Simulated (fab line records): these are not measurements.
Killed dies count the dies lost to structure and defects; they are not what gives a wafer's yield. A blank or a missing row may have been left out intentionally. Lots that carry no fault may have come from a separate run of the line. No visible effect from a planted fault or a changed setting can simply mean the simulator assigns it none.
Matching of chambers || flow n5 finfet || N5_BEOL_M7_ALD_77 on ald metal-03: 4 sister chambers
The step deposits TaN, target thk 2 nm, pulse time 2 s, purge time 3 s. 4 wafers are shown with their chamber, then 10 later ones without.

== WAFERS WITH THEIR CHAMBER ==
{"wafer": "L078.2", "chamber": 3, "heater power w (W)": 439}
{"wafer": "L085.5", "chamber": 1, "heater power w (W)": 444}
{"wafer": "L086.1", "chamber": 2, "heater power w (W)": 438}
{"wafer": "L086.2", "chamber": 0, "heater power w (W)": 403}

== WAFERS WHOSE CHAMBER IS MISSING ==
{"wafer": "L086.5", "heater power w (W)": 437}
{"wafer": "L088.1", "heater power w (W)": 447}
{"wafer": "L088.5", "heater power w (W)": 449}
{"wafer": "L088.6", "heater power w (W)": 463}
{"wafer": "L091.4", "heater power w (W)": 437}
{"wafer": "L091.5", "heater power w (W)": 450}
{"wafer": "L091.6", "heater power w (W)": 447}
{"wafer": "L095.2", "heater power w (W)": 441}
{"wafer": "L095.4", "heater power w (W)": 447}
{"wafer": "L095.5", "heater power w (W)": 428}

== WHICH CHAMBER EACH WENT THROUGH ==
{"wafer": "L086.5", "from the rows above": "can't be placed: 2 or 3 or 1", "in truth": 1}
{"wafer": "L088.1", "from the rows above": "can't be placed: 1 or 3 or 2", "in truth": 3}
{"wafer": "L088.5", "from the rows above": "can't be placed: 1 or 3 or 2", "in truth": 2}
{"wafer": "L088.6", "from the rows above": "can't be placed: 1 or 3 or 2", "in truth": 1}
{"wafer": "L091.4", "from the rows above": "can't be placed: 2 or 3 or 1", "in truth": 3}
{"wafer": "L091.5", "from the rows above": "can't be placed: 1 or 3 or 2", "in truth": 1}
{"wafer": "L091.6", "from the rows above": "can't be placed: 1 or 3 or 2", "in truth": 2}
{"wafer": "L095.2", "from the rows above": "can't be placed: 3 or 1 or 2", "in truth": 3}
{"wafer": "L095.4", "from the rows above": "can't be placed: 1 or 3 or 2", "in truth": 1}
{"wafer": "L095.5", "from the rows above": "can't be placed: 2 or 3 or 1", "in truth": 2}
Correct placement for 0 of the 10. Can't be placed from these rows: 10 (the true chamber is among the candidates in 10). 0 placed wrongly.
How it was worked out, from the rows above alone: a wafer's distance from a chamber is the root of the sum, over the readings, of the square of ((its reading less the chamber's mean) divided by the reading's scatter). If the next closest chamber is less than 2 further off than the closest, the wafer can't be placed; otherwise it belongs to the closest. For every chamber, the mean is computed from those of its wafers that are shown. The scatter: root of mean squared gap, hidden wafer to nearest shown wafer, with one shown wafer a chamber.
